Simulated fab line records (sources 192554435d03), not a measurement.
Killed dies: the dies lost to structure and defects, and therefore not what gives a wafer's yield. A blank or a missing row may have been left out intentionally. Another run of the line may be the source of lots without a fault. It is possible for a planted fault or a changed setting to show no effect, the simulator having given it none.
Split-lot experiment -- flow n5Finfet -- 21 wafers read from 7 lots, route of 1938 steps

## ON THE SPLIT
At N5_BEOL_M5_ETCH_41 (etches SiCN in CH3F/O2, target depth 31.5 nm, time 56.7 s), the setting sourceW was moved away from the recipe's 395 W on 8 of the 21 wafers read, by -15.9% to +8.7%. The other wafers ran this setting at the recipe's value.

The split's own step is where the reading is taken.

## THE READING
rfVppV, in V, at N5_BEOL_M5_ETCH_41 (etches SiCN in CH3F/O2, target depth 31.5 nm, time 56.7 s). A value of 297.3 V with a standard deviation of 1.5 V is what fault-free wafers of this fab line usually give.

wafer,"tool, chamber at the split","sourceW as run, W",against the recipe,"rfVppV, V",against lot-mates on the recipe
L075.1,"rieDiel-02, 1",395,recipe,296.8,-
L075.3,"rieDiel-02, 3",419.5,+6.2%,289.1,-7.7
L075.6,"rieDiel-02, 2",419.5,+6.2%,291.0,-5.8
L080.2,"rieDiel-02, 3",395,recipe,292.8,-
L080.3,"rieDiel-02, 2",395,recipe,296.5,-
L080.5,"rieDiel-02, 1",395,recipe,295.2,-
L085.3,"rieDiel-01, 0",395,recipe,298.7,-
L085.5,"rieDiel-01, 0",395,recipe,297.5,-
L085.6,"rieDiel-01, 1",395,recipe,301.1,-
L084.1,"rieDiel-03, 1",395,recipe,299.4,-
L084.5,"rieDiel-03, 1",370.9,-6.1%,306.5,+7.1
L084.6,"rieDiel-03, 2",370.9,-6.1%,304.3,+4.9
L089.2,"rieDiel-01, 2",429.4,+8.7%,289.1,-8.0
L089.5,"rieDiel-01, 3",395,recipe,297.1,-
L089.6,"rieDiel-01, 0",429.4,+8.7%,289.5,-7.6
L094.1,"rieDiel-03, 0",395,recipe,295.4,-
L094.2,"rieDiel-03, 1",332,-15.9%,316.7,+21.3
L094.4,"rieDiel-03, 3",332,-15.9%,316.1,+20.7
L096.1,"rieDiel-03, 0",395,recipe,297.2,-
L096.3,"rieDiel-03, 1",395,recipe,299.1,-
L096.6,"rieDiel-03, 0",395,recipe,297.4,-

FIT RESULTS
A straight line over all 21 wafers: rfVppV changes by -1.15 V for each +1% of sourceW; r = -0.97; the points scatter about the line by 1.9 V.
The same after taking each lot's own level away (the mean of its wafers on the recipe; 21 wafers): -1.18 V for each +1%; r = -0.98; scatter 1.5 V.
On that fit, the largest move of sourceW shifts the reading by 19 V.
The span of the lots' own levels, 294.83 to 299.40 V, comes to 3.0 times the standard deviation stated above.
So the lot-to-lot level changes the slope little: the two slopes agree.
Check: +18.1 V against its lot-mates is what the line predicts for one of the wafers moved furthest among these (-15.9%) when that wafer is left out of the fit. Against them it came out at +21.3 V.
Tool readings at the split's step, against how far the setting was moved: rfVppV r = -0.97.

## THE OTHER SPLITS THESE WAFERS WENT THROUGH
Before the reading, these wafers also passed through other splits. Each is held against what the fit with the lots' levels taken away leaves over:
other split on the same wafers,wafers away from the commonest value,r with rfVppV (lot level and that fit taken away)
N5_BEOL_M0_CUTY_DESCUM_61 timeS,6,+0.17
N5_BEOL_M0_TRENCH_ETCH_107 targetDepthA,7,-0.38
N5_BEOL_M1_VIA_ETCH_34 biasW,10,+0.05
N5_BEOL_M1_TRENCH_ETCH_37 biasW,6,+0.05
N5_BEOL_M2_ETCH_70 biasW,4,+0.38
N5_BEOL_M3_TRENCH_ETCH_37 timeS,5,+0.47
N5_BEOL_M4_ETCH_64 biasW,10,+0.52
N5_BEOL_M4_COAT_67 spinRpm,10,+0.23

## FILE'S OWN FIT
rfVppV changes by -1.19 V for each +1% of sourceW, r = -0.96.
